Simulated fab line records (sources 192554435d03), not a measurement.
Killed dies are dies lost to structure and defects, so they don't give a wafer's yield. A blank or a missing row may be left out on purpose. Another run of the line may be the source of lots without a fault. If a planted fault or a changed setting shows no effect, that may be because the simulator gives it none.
Split-lot experiment | flow n5-finfet | 21 wafers read across 7 lots, on a route 1938 steps long

SPLIT DETAILS
At N5_SD_EPI_N_PEB_07 (peb time 60 s), the setting peb-temp-c was moved away from the recipe's 110 C on 7 of the 21 wafers read, by -3.0% to +1.7%. All remaining wafers had this setting at the recipe value.

FROM SPLIT TO READING: 1 step shown by the file between the two
- N5_SD_EPI_N_DEVELOP_08: develop time 30 s

THE READING
cd-nm (nm) at N5_SD_EPI_N_CD_MEAS_09, where the cd target is 120 nm. Fault-free wafers of this fab line usually give 120.2 nm, standard deviation 0.75 nm.

wafer  | tool, chamber at the split | peb-temp-c as run, C | against the recipe | cd-nm, nm | against lot-mates on the recipe
L075.3 | litho-track-05, 0          | 108.5                | -1.4%              | 116.3     | -3.5
L075.4 | litho-track-05, 0          | 108.5                | -1.4%              | 116.9     | -2.9
L075.6 | litho-track-05, 0          | 110                  | recipe             | 119.8     | -
L078.3 | litho-track-03, 0          | 106.7                | -3.0%              | 110.5     | -9.0
L078.4 | litho-track-03, 0          | 106.7                | -3.0%              | 109.9     | -9.6
L078.6 | litho-track-03, 0          | 110                  | recipe             | 119.5     | -
L079.3 | litho-track-03, 0          | 110                  | recipe             | 120.9     | -
L079.4 | litho-track-03, 0          | 111.9                | +1.7%              | 125.5     | +4.4
L079.6 | litho-track-03, 0          | 110                  | recipe             | 121.3     | -
L080.1 | litho-track-03, 0          | 110                  | recipe             | 119.9     | -
L080.2 | litho-track-03, 0          | 110                  | recipe             | 119.3     | -
L080.4 | litho-track-03, 0          | 110                  | recipe             | 119.6     | -
L086.2 | litho-track-04, 0          | 110                  | recipe             | 121.6     | -
L086.3 | litho-track-04, 0          | 110                  | recipe             | 121.8     | -
L086.5 | litho-track-04, 0          | 110                  | recipe             | 120.6     | -
L090.1 | litho-track-03, 0          | 110                  | recipe             | 121.4     | -
L090.4 | litho-track-03, 0          | 110                  | recipe             | 121.5     | -
L090.6 | litho-track-03, 0          | 110                  | recipe             | 120.7     | -
L093.1 | litho-track-03, 0          | 107.9                | -1.9%              | 113.6     | -6.8
L093.2 | litho-track-03, 0          | 107.9                | -1.9%              | 114.6     | -5.8
L093.6 | litho-track-03, 0          | 110                  | recipe             | 120.4     | -

FIT RESULTS
A straight line over all 21 wafers: cd-nm changes by +3.31 nm for each +1% of peb-temp-c; r = +0.98; the points scatter about the line by 0.8 nm.
The same after taking each lot's own level away (the mean of its wafers on the recipe; 21 wafers): +2.99 nm for each +1%; r = +0.99; scatter 0.53 nm.
The reading moves by 9 nm for the largest change in peb-temp-c, on that fit.
Measured against the standard deviation above, the lots' own levels, which go from 119.50 to 121.33 nm, span 2.4 times it.
So the slope is not independent of the lot-to-lot level: the two fits are not the same.
Check: for one of the wafers moved furthest among these (-3.0%), held out of the fit, the line's prediction against its lot-mates is -9.03 nm. Against them it came out at -9 nm.

OTHER SPLITS ON THESE WAFERS
These wafers also went through other splits before the reading. Each is held against what the fit with the lots' levels taken away leaves over:
other split on the same wafers  | wafers away from the commonest value | r with cd-nm (lot level and that fit taken away)
N5_DUMMY_GATE_EXPOSE_12 dose-mj | 9                                    | +0.01

THE WHOLE CHAIN: every reading that the file lists as answering this split, in the file's order
step                   | what it does             | reading                                                         | change (the file's fit)              | r (the file's)
N5_SD_EPI_N_CD_MEAS_09 | target cd 120 nm         | cd-nm                                                           | +2.97 nm for each +1% of the setting | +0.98
N5_SD_EPI_N_DESCUM_14  | chemistry O2, time 7.9 s | SD_EPI_N.cd-nm (the simulator's own value, which no gauge read) | +2.98 nm for each +1% of the setting | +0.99

THE FILE'S OWN FIT
cd-nm changes by +2.97 nm for each +1% of peb-temp-c, r = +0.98.
